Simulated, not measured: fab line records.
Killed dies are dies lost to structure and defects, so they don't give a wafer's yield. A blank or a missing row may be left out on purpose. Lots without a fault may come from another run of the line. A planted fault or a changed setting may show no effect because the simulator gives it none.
fab line records	flow nand-harc	part 1 of 2: steps 1 to 4 of 6
[record] lots = 22	wafers = 66	last-day = 25
route steps=1159 shown A_STAIRCASE@616
lots that met no fault: taken from a fault-free run of the same line
start-h: hours from the record's first day to the start of the lot's first wafer shown	wait-h: how many hours have passed since the lot's step before this one	" same as the row above	L1.1+2: a single row standing in for several wafers	- value missing, or start not given	* or withheld: withheld	< > ~ a bound
route shown NAME@n: names a module that has steps shown in the file, with the first one's number in the route	usual: mean/standard deviation taken from wafers without a fault	same: alike in all rows	chamber/n: place in a boat	sites: the reading at each site	_std_site: the values' standard deviation	_edge_site: the outer-site mean with the inner-site mean subtracted	radius-mm: how far each site lies from the wafer's centre	mask NAME#n: copy n	behind: the tool/chamber that last shaped the wafer	hold: why the lot went on hold/how many hours it stayed there/how the hold came to an end	device: names the non-switching transistor (n, p or np)	end of line: tests run on the same wafers once the route is complete	a step without rows: its recipe alone	killed: dies lost to structure and defects at the first sort, not the wafer's yield	map: the dies of a wafer, with x for killed, . for not killed, _ for no die there
set.NAME: the setting as run; set.NAME@STEP: as run at that earlier step	model.NAME: the simulator's own value behind a step, which no gauge read
a sample of lots followed through the steps of the route, with each step as a table and each wafer as a row
services: a tool's chamber out of use, with start hour (start-h, from the record's first day; less than 0 if before it), hours out, and reason
[[steps]]
[step NHARC_A_STAIRCASE_TRIM_222]
[recipe] time-s = 211.2	o2-flow-sccm = 500	ar-flow-sccm = 0	bias-w = 0	chemistry = O2
[usual] drypump-motor-current-A = 5.7/0.35	oes-product-au = 0.997/0.0098	rf-vpp-V = 57.6/0.9	showerhead-plenum-p-Torr = 3.52/0.13	throttle-valve-pct = 17.037/0.009
[same] bias-w = 0
lot.wafer	tool	chamber	start-h	wait-h	drypump-motor-current-A	oes-product-au	rf-hours-counter-h	rf-vpp-V	showerhead-plenum-p-Torr	throttle-valve-pct
L075.3	rie-diel-04	2	-	-	5.4	0.995	47	56.6	3.38	17.031
L075.1	"	0	"	"	6.1	1.002	44	57.6	3.57	17.035
L075.5	"	1	"	"	5.5	0.987	-	57.8	3.71	17.031
L074.1	rie-diel-13	0	-	-	5.5	0.983	50	57.7	3.38	17.037
L074.3	"	2	"	"	5.6	1.006	53	57.6	3.66	17.042
L074.2	"	3	"	"	5.6	1.018	54	57.2	3.46	17.021
L076.4	rie-diel-04	0	-	-	6.1	0.982	49	59.0	3.57	17.037
L076.2	"	1	"	"	5.5	0.989	48	59.7	3.71	17.023
L076.6	"	3	"	"	6.1	0.982	-	57.4	3.67	17.040
L077.4	rie-diel-13	0	-	-	5.4	0.986	54	56.8	3.38	17.035
L077.2	"	1	"	"	5.2	1.000	53	58.7	3.46	17.028
L077.5	"	3	"	"	5.6	1.005	-	57.3	3.45	17.038
L078.4	rie-diel-04	0	-	-	6.1	0.985	52	56.5	3.57	17.028
L078.2	"	1	"	"	5.5	0.983	51	58.5	3.71	17.049
L078.5	"	0	"	"	6.1	0.991	-	58.1	3.57	17.027
L081.3	rie-diel-04	0	-	-	6.1	0.997	59	56.4	3.56	17.049
L081.1	"	3	"	"	6.1	0.993	63	57.1	3.66	17.040
L081.5	"	1	"	"	5.5	0.991	-	57.8	3.71	17.050
L080.1	rie-diel-04	0	-	-	6.1	0.983	61	59.6	3.56	17.028
L080.5	"	2	"	"	5.4	0.997	-	57.4	3.37	17.028
L080.6	"	3	"	"	6.1	0.988	-	59.2	3.66	17.052
L084.2	rie-diel-08	0	-	-	6.2	0.985	66	57.4	3.56	17.026
L084.1	"	1	"	"	6.3	1.005	65	58.0	3.34	17.043
L084.5	"	0	"	"	6.3	0.989	-	57.5	3.56	17.036
L082.2	rie-diel-08	0	-	-	6.3	0.991	66	56.3	3.56	17.042
L082.5	"	3	"	"	5.8	0.987	-	58.6	3.47	17.047
L082.4	"	1	"	"	6.3	1.004	-	56.8	3.34	17.017
L079.2	rie-diel-13	2	-	-	5.6	1.008	7	56.4	3.65	17.044
L079.1	"	0	"	"	5.5	0.996	8	57.1	3.37	17.040
L079.6	"	2	"	"	5.6	1.009	-	58.2	3.65	17.027
L088.4	rie-diel-13	1	-	-	5.2	1.007	13	58.8	3.45	17.040
L088.3	"	2	"	"	5.6	1.010	12	58.3	3.65	17.039
L088.1	"	3	"	"	5.6	0.998	13	56.7	3.44	17.036
L086.1	rie-diel-04	2	-	-	5.4	0.993	9	57.8	3.36	17.036
L086.4	"	3	"	"	6.1	0.992	7	58.4	3.66	17.043
L086.2	"	0	"	"	6.1	1.000	8	56.8	3.56	17.036
L087.4	rie-diel-04	1	-	-	5.5	1.008	12	58.1	3.70	17.036
L087.3	"	3	"	"	6.1	0.995	10	58.1	3.65	17.049
L087.2	"	0	"	"	6.1	0.980	12	56.9	3.55	17.039
L085.3	rie-diel-08	1	-	-	6.3	1.016	5	57.7	3.33	17.037
L085.1	"	3	"	"	5.8	1.016	5	56.5	3.47	17.044
L085.6	"	0	"	"	6.3	1.001	-	56.7	3.55	17.020
L089.4	rie-diel-04	0	-	-	6.1	0.994	15	55.7	3.55	17.014
L089.2	"	1	"	"	5.5	1.010	17	58.5	3.70	17.018
L089.5	"	3	"	"	6.1	0.997	-	56.1	3.65	17.029
L091.1	rie-diel-04	1	-	-	5.5	0.999	18	58.9	3.70	17.040
L091.4	"	2	"	"	5.4	1.003	17	58.7	3.36	17.040
L091.5	"	0	"	"	6.1	0.997	-	58.4	3.55	17.053
L090.4	rie-diel-13	1	-	-	5.2	1.004	24	58.3	3.45	17.039
L090.2	"	3	"	"	5.6	0.987	24	56.0	3.44	17.036
L090.5	"	2	"	"	5.6	1.009	-	59.0	3.64	17.029
L092.1	rie-diel-08	0	-	-	6.3	1.007	14	58.0	3.55	17.029
L092.3	"	2	"	"	5.5	1.010	5	59.4	3.60	17.029
L092.5	"	1	"	"	6.3	1.019	-	58.6	3.33	17.038
L095.4	rie-diel-13	0	-	-	5.4	1.000	33	57.0	3.36	17.038
L095.2	"	1	"	"	5.2	1.009	32	56.5	3.44	17.025
L095.6	"	1	"	"	5.2	1.009	-	57.7	3.44	17.032
L094.1	rie-diel-04	3	-	-	6.1	0.991	23	57.7	3.65	17.046
L094.2	"	1	"	"	5.5	0.996	28	58.3	3.69	17.030
L094.5	"	0	"	"	6.1	0.991	-	57.2	3.55	17.051
L096.3	rie-diel-08	0	-	-	6.3	0.998	25	57.7	3.54	17.033
L096.2	"	2	"	"	5.6	1.012	17	57.0	3.59	17.053
L096.1	"	3	"	"	5.8	1.003	26	58.1	3.46	17.023
L097.2	rie-diel-04	3	-	-	6.1	1.002	33	58.3	3.64	17.050
L097.4	"	0	"	"	6.1	0.995	33	57.7	3.54	17.040
L097.6	"	2	"	"	5.4	1.008	-	56.6	3.35	17.057
[step NHARC_A_STAIRCASE_TRIM_224]
[recipe] time-s = 211.2	o2-flow-sccm = 500	ar-flow-sccm = 0	bias-w = 0	chemistry = O2
[usual] drypump-motor-current-A = 5.7/0.35	oes-product-au = 0.996/0.0092	rf-vpp-V = 57.8/0.91	showerhead-plenum-p-Torr = 3.52/0.12	throttle-valve-pct = 17.036/0.0095
[same] bias-w = 0
lot.wafer	tool	chamber	start-h	wait-h	drypump-motor-current-A	oes-product-au	rf-hours-counter-h	rf-vpp-V	showerhead-plenum-p-Torr	throttle-valve-pct
L075.1	rie-diel-04	2	-	-	5.4	0.993	48	56.9	3.37	17.024
L075.3	"	3	"	"	6.1	0.992	50	58.0	3.67	17.014
L075.5	"	1	"	"	5.5	0.990	-	59.0	3.71	17.031
L074.2	rie-diel-13	3	-	-	5.6	1.007	54	58.0	3.46	17.035
L074.1	"	1	"	"	5.2	1.004	50	58.0	3.46	17.024
L074.3	"	2	"	"	5.6	1.006	54	58.1	3.66	17.038
L076.2	rie-diel-04	3	-	-	6.1	0.982	53	59.0	3.67	17.028
L076.4	"	1	"	"	5.5	0.980	48	59.3	3.71	17.032
L076.6	"	3	"	"	6.1	0.985	-	58.1	3.67	17.043
L077.2	rie-diel-13	1	-	-	5.2	1.005	53	58.3	3.46	17.036
L077.4	"	3	"	"	5.7	1.000	57	58.4	3.45	17.042
L077.5	"	1	"	"	5.2	0.999	-	56.7	3.46	17.038
L078.2	rie-diel-04	0	-	-	6.1	0.989	53	57.6	3.57	17.048
L078.4	"	1	"	"	5.5	0.983	52	57.8	3.71	17.044
L078.5	"	2	"	"	5.4	1.002	-	57.8	3.37	17.043
L081.1	rie-diel-04	3	-	-	6.1	0.994	63	57.7	3.66	17.031
L081.3	"	2	"	"	5.4	0.999	60	57.0	3.37	17.032
L081.5	"	3	"	"	6.1	0.992	-	59.5	3.66	17.035
L080.1	rie-diel-04	3	-	-	6.1	0.981	64	57.7	3.66	17.041
L080.6	"	1	"	"	5.5	0.990	-	58.1	3.71	17.027
L080.5	"	2	"	"	5.4	1.000	-	56.7	3.37	17.048
L084.1	rie-diel-08	3	-	-	5.8	0.990	65	58.4	3.47	17.018
L084.2	"	0	"	"	6.3	0.983	66	58.3	3.56	17.034
L084.5	"	0	"	"	6.3	0.985	-	57.6	3.56	17.028
L082.2	rie-diel-08	3	-	-	5.8	0.988	66	57.1	3.47	17.043
L082.4	"	0	"	"	6.3	0.988	-	59.2	3.56	17.039
L082.5	"	3	"	"	5.8	0.985	-	56.7	3.47	17.042
L079.1	rie-diel-13	2	-	-	5.7	1.004	7	56.8	3.65	17.033
L079.2	"	0	"	"	5.5	0.992	8	58.2	3.37	17.040
L079.6	"	1	"	"	5.2	1.006	-	57.9	3.46	17.020
L088.3	rie-diel-13	2	-	-	5.6	0.994	12	57.5	3.65	17.034
L088.4	"	3	"	"	5.6	0.992	13	58.1	3.44	17.021
L088.1	"	0	"	"	5.5	0.994	14	59.4	3.37	17.033
L086.4	rie-diel-04	1	-	-	5.5	1.016	11	58.4	3.70	17.045
L086.1	"	2	"	"	5.4	0.990	10	59.1	3.36	17.041
L086.2	"	3	"	"	6.1	0.984	10	58.1	3.65	17.025
L087.4	rie-diel-04	3	-	-	6.1	0.989	10	56.7	3.65	17.045
L087.3	"	1	"	"	5.5	0.997	12	57.7	3.70	17.028
L087.2	"	2	"	"	5.4	0.987	11	58.0	3.36	17.031
L085.1	rie-diel-08	3	-	-	5.8	0.998	6	57.3	3.47	17.033
L085.3	"	0	"	"	6.3	0.990	6	56.6	3.55	17.034
L085.6	"	3	"	"	5.8	1.005	-	57.8	3.47	17.032
L089.4	rie-diel-04	0	-	-	6.1	0.986	15	57.6	3.55	17.040
L089.2	"	2	"	"	5.4	0.996	16	58.9	3.36	17.022
L089.5	"	0	"	"	6.1	1.000	-	57.7	3.55	17.031
L091.1	rie-diel-04	3	-	-	6.1	0.994	15	58.8	3.65	17.048
L091.4	"	2	"	"	5.4	0.990	17	56.5	3.36	17.027
L091.5	"	0	"	"	6.1	0.992	-	58.0	3.55	17.044
L090.4	rie-diel-13	0	-	-	5.4	0.997	23	58.6	3.36	17.045
L090.2	"	3	"	"	5.6	1.002	24	57.2	3.44	17.040
L090.5	"	0	"	"	5.5	0.999	-	56.4	3.36	17.041
L092.3	rie-diel-08	1	-	-	6.2	1.000	14	58.8	3.33	17.050
L092.1	"	2	"	"	5.6	1.002	6	57.9	3.60	17.030
L092.5	"	2	"	"	5.6	1.011	-	56.8	3.60	17.043
L095.4	rie-diel-13	1	-	-	5.2	1.008	33	57.6	3.44	17.025
L095.2	"	2	"	"	5.6	0.996	33	58.4	3.64	17.042
L095.6	"	1	"	"	5.2	1.008	-	56.8	3.44	17.032
L094.1	rie-diel-04	3	-	-	6.1	0.992	23	57.8	3.65	17.055
L094.2	"	0	"	"	6.1	0.989	24	58.4	3.55	17.041
L094.5	"	2	"	"	5.4	0.992	-	57.7	3.35	17.047
L096.3	rie-diel-08	3	-	-	5.8	0.983	26	58.8	3.46	17.054
L096.1	"	1	"	"	6.3	1.002	25	58.1	3.32	17.030
L096.2	"	2	"	"	5.5	1.009	17	55.9	3.59	17.025
L097.2	rie-diel-04	1	-	-	5.5	1.004	38	57.2	3.68	17.056
L097.4	"	2	"	"	5.4	0.995	37	57.5	3.35	17.040
L097.6	"	1	"	"	5.5	0.998	-	58.1	3.68	17.035
[step NHARC_A_STAIRCASE_HM_DEP_462]
[recipe] target-thk-a = 8000	temp-c = 400	material = aC
[usual] throttle-valve-pct = 35.001/0.0094
lot.wafer	tool	chamber	start-h	wait-h	throttle-valve-pct
L075.1	acl-dep-02	0	263.71	0.1	35.003
L075.3	"	0	"	"	35.015
L075.5	"	0	"	"	35.010
L074.1	acl-dep-03	0	265.85	1.1	34.999
L074.2	"	0	"	"	34.999
L074.3	"	0	"	"	34.996
L076.2	acl-dep-01	0	274.88	1.2	34.992
L076.4	"	0	"	"	35.015
L076.6	"	0	"	"	35.000
L077.2	acl-dep-03	0	278.52	1.5	34.997
L077.4	"	0	"	"	34.999
L077.5	"	0	"	"	34.992
L078.2	acl-dep-03	0	284.54	2.1	35.005
L078.4	"	0	"	"	35.014
L078.5	"	0	"	"	34.995
L081.1	acl-dep-03	0	295.95	1.7	35.036
L081.3	"	0	"	"	34.994
L081.5	"	0	"	"	35.003
L080.1	acl-dep-02	0	302.25	0.4	35.010
L080.5	"	0	303.48	1.6	34.997
L080.6	"	0	"	"	34.997
L084.1	acl-dep-03	0	307.26	2.4	34.995
L084.2	"	0	"	"	35.007
L084.5	"	0	"	"	35.018
L082.2	acl-dep-03	0	309.41	2.6	34.993
L082.4	"	0	"	"	34.991
L082.5	"	0	"	"	35.007
L079.1	acl-dep-02	0	312.37	1.2	35.010
L079.2	"	0	"	"	35.000
L079.6	"	0	313.88	2.7	35.014
L088.1	acl-dep-01	0	323.81	0.1	34.979
L088.3	"	0	"	"	35.001
L088.4	"	0	"	"	35.009
L086.1	acl-dep-03	0	328.93	1.5	34.999
L086.2	"	0	"	"	34.999
L086.4	"	0	"	"	34.996
L087.2	acl-dep-02	0	333.43	1.0	34.999
L087.3	"	0	"	"	35.001
L087.4	"	0	"	"	35.008
L085.1	acl-dep-01	0	334.86	0.1	35.017
L085.3	"	0	"	"	34.998
L085.6	"	0	"	"	35.006
L089.2	acl-dep-02	0	346.04	0.9	35.006
L089.4	"	0	"	"	35.005
L089.5	"	0	"	"	35.013
L091.1	acl-dep-03	0	350.87	0.1	34.984
L091.4	"	0	"	"	34.995
L091.5	"	0	"	"	34.991
L090.2	acl-dep-01	0	352.56	0.6	35.011
L090.4	"	0	"	"	34.998
L090.5	"	0	"	"	35.001
L092.1	acl-dep-03	0	360.51	0.1	35.002
L092.3	"	0	"	"	34.993
L092.5	"	0	"	"	34.991
L095.2	acl-dep-02	0	370.51	0.4	35.005
L095.4	"	0	"	"	34.996
L095.6	"	0	"	"	35.000
L094.1	acl-dep-02	0	374.00	1.4	35.013
L094.2	"	0	"	"	35.005
L094.5	"	0	"	"	34.990
L096.1	acl-dep-01	0	390.55	1.2	35.016
L096.2	"	0	"	"	35.018
L096.3	"	0	"	"	34.984
L097.2	acl-dep-01	0	403.50	0.4	34.994
L097.4	"	0	"	"	35.016
L097.6	"	0	"	"	34.984
[step NHARC_A_STAIRCASE_ETCH_453]
[recipe] target-depth-a = 300	overetch-a = 30	time-s = 16.5	ion-energy-ev = 100	cf4-flow-sccm = 80	o2-flow-sccm = 20	ar-flow-sccm = 0	rf-w = 300	bias-w = 100	chemistry = CF4/O2
[usual] bias-w = 100.02/0.28	drypump-motor-current-A = 5.8/0.35	oes-product-au = 0.996/0.011	rf-vpp-V = 197.7/1.3	showerhead-plenum-p-Torr = 1.33/0.048	throttle-valve-pct = 13.397/0.0085
lot.wafer	tool	chamber	start-h	wait-h	bias-w	drypump-motor-current-A	oes-product-au	rf-hours-counter-h	rf-vpp-V	showerhead-plenum-p-Torr	throttle-valve-pct
L075.1	rie-diel-04	3	-	-	100.32	6.1	0.990	55	198.1	1.39	13.382
L075.3	"	1	"	"	100.39	5.5	0.985	50	200.0	1.41	13.405
L075.5	"	2	"	"	100.13	5.4	0.992	-	197.4	1.27	13.383
L074.2	rie-diel-08	3	-	-	99.60	5.8	0.975	53	195.4	1.32	13.403
L074.1	"	0	"	"	99.97	6.2	0.993	54	198.2	1.35	13.373
L074.3	"	1	"	"	100.20	6.3	0.998	53	196.2	1.26	13.398
L076.2	rie-diel-08	3	-	-	99.53	5.8	0.983	57	196.3	1.32	13.404
L076.6	"	3	"	"	100.26	5.8	0.986	-	198.3	1.32	13.389
L076.4	"	0	"	"	99.72	6.3	0.984	-	197.7	1.35	13.399
L077.2	rie-diel-04	3	-	-	99.63	6.1	0.993	62	200.4	1.39	13.398
L077.4	"	2	"	"	99.96	5.4	1.002	59	195.7	1.27	13.390
L077.5	"	3	"	"	100.19	6.1	0.994	-	198.5	1.39	13.391
L078.2	rie-diel-08	0	-	-	100.10	6.3	0.990	62	198.4	1.35	13.399
L078.5	"	0	"	"	100.31	6.3	0.993	-	197.8	1.35	13.406
L078.4	"	3	"	"	100.23	5.8	0.979	-	197.1	1.31	13.378
L081.1	rie-diel-08	0	-	-	100.30	6.3	0.991	70	198.5	1.35	13.381
L081.3	"	1	"	"	99.96	6.3	0.988	69	195.8	1.26	13.391
L081.5	"	0	"	"	99.49	6.3	0.980	-	198.3	1.34	13.408
L080.1	rie-diel-04	1	-	-	99.55	5.5	0.999	3	199.6	1.40	13.398
L080.6	"	3	"	"	100.16	6.1	0.994	-	199.2	1.39	13.389
L080.5	"	0	"	"	100.67	6.1	0.990	-	197.4	1.35	13.414
L082.2	rie-diel-13	3	-	-	100.33	5.6	0.991	12	197.9	1.30	13.392
L082.4	"	1	"	"	100.02	5.2	1.012	12	196.9	1.31	13.398
L082.5	"	0	"	"	99.62	5.4	0.996	-	196.9	1.27	13.397
L084.1	rie-diel-04	3	-	-	99.97	6.1	0.986	6	197.7	1.39	13.378
L084.2	"	1	"	"	100.05	5.5	1.013	9	197.9	1.40	13.390
L084.5	"	0	"	"	99.84	6.1	0.982	-	196.9	1.35	13.385
L079.1	rie-diel-08	1	-	-	99.78	6.3	1.013	2	195.5	1.26	13.407
L079.2	"	3	"	"	100.26	5.8	1.011	2	197.0	1.31	13.394
L079.6	"	0	"	"	100.38	6.2	0.995	-	198.9	1.34	13.398
L088.4	rie-diel-04	0	-	-	100.28	6.1	0.996	13	198.7	1.35	13.394
L088.1	"	2	"	"	99.93	5.4	0.999	13	196.7	1.27	13.400
L088.3	"	3	"	"	100.40	6.1	0.997	12	198.2	1.38	13.411
L086.1	rie-diel-08	1	-	-	99.94	6.3	1.008	8	195.9	1.26	13.402
L086.2	"	3	"	"	100.22	5.8	0.999	8	197.2	1.31	13.405
L086.4	"	1	"	"	99.93	6.3	1.008	-	195.3	1.26	13.401
L087.3	rie-diel-08	0	-	-	99.97	6.2	1.000	9	199.0	1.34	13.401
L087.4	"	2	"	"	99.74	5.5	1.015	1	198.7	1.36	13.402
L087.2	"	3	"	"	100.08	5.8	1.011	9	198.0	1.31	13.410
L085.3	rie-diel-13	2	-	-	100.06	5.6	1.014	23	198.1	1.38	13.398
L085.1	"	0	"	"	99.58	5.5	1.010	22	197.7	1.27	13.390
L085.6	"	2	"	"	99.48	5.7	1.006	-	197.3	1.38	13.396
L089.2	rie-diel-13	2	-	-	100.45	5.6	1.007	27	199.2	1.38	13.382
L089.4	"	1	"	"	100.09	5.2	1.005	27	195.9	1.30	13.396
L089.5	"	3	"	"	99.91	5.6	0.986	-	197.5	1.30	13.393
L091.4	rie-diel-04	0	-	-	100.38	6.1	0.985	21	198.1	1.34	13.403
L091.1	"	2	"	"	99.69	5.4	0.990	23	197.7	1.27	13.397
L091.5	"	3	"	"	99.99	6.1	0.983	-	199.4	1.38	13.409
L090.2	rie-diel-08	1	-	-	99.85	6.2	1.025	17	195.2	1.25	13.390
L090.4	"	2	"	"	100.22	5.5	1.012	8	198.6	1.36	13.395
L090.5	"	0	"	"	100.08	6.3	0.993	-	197.6	1.34	13.388
L092.1	rie-diel-04	0	-	-	100.24	6.1	0.975	25	197.8	1.34	13.407
L092.3	"	2	"	"	100.21	5.4	0.987	28	196.7	1.26	13.396
L092.5	"	1	"	"	100.04	5.5	0.992	-	198.5	1.40	13.402
L095.2	rie-diel-04	1	-	-	100.45	5.5	0.985	30	197.7	1.40	13.400
L095.4	"	0	"	"	99.89	6.1	0.987	27	197.7	1.34	13.395
L095.6	"	2	"	"	100.30	5.4	1.005	-	196.7	1.26	13.393
L094.1	rie-diel-04	1	-	-	99.70	5.5	0.987	31	199.5	1.40	13.404
L094.2	"	2	"	"	100.08	5.4	0.991	30	198.1	1.26	13.403
L094.5	"	0	"	"	99.99	6.1	0.973	-	198.8	1.34	13.395
L096.1	rie-diel-13	3	-	-	100.44	5.6	0.986	43	197.9	1.30	13.415
L096.2	"	0	"	"	100.07	5.4	0.990	44	196.8	1.26	13.396
L096.3	"	2	"	"	100.26	5.6	1.005	42	198.6	1.38	13.395
L097.2	rie-diel-08	1	-	-	100.45	6.2	1.017	37	196.2	1.25	13.395
L097.4	"	3	"	"	99.81	5.8	1.008	35	198.6	1.30	13.407
L097.6	"	1	"	"	99.71	6.2	1.023	-	197.7	1.25	13.398
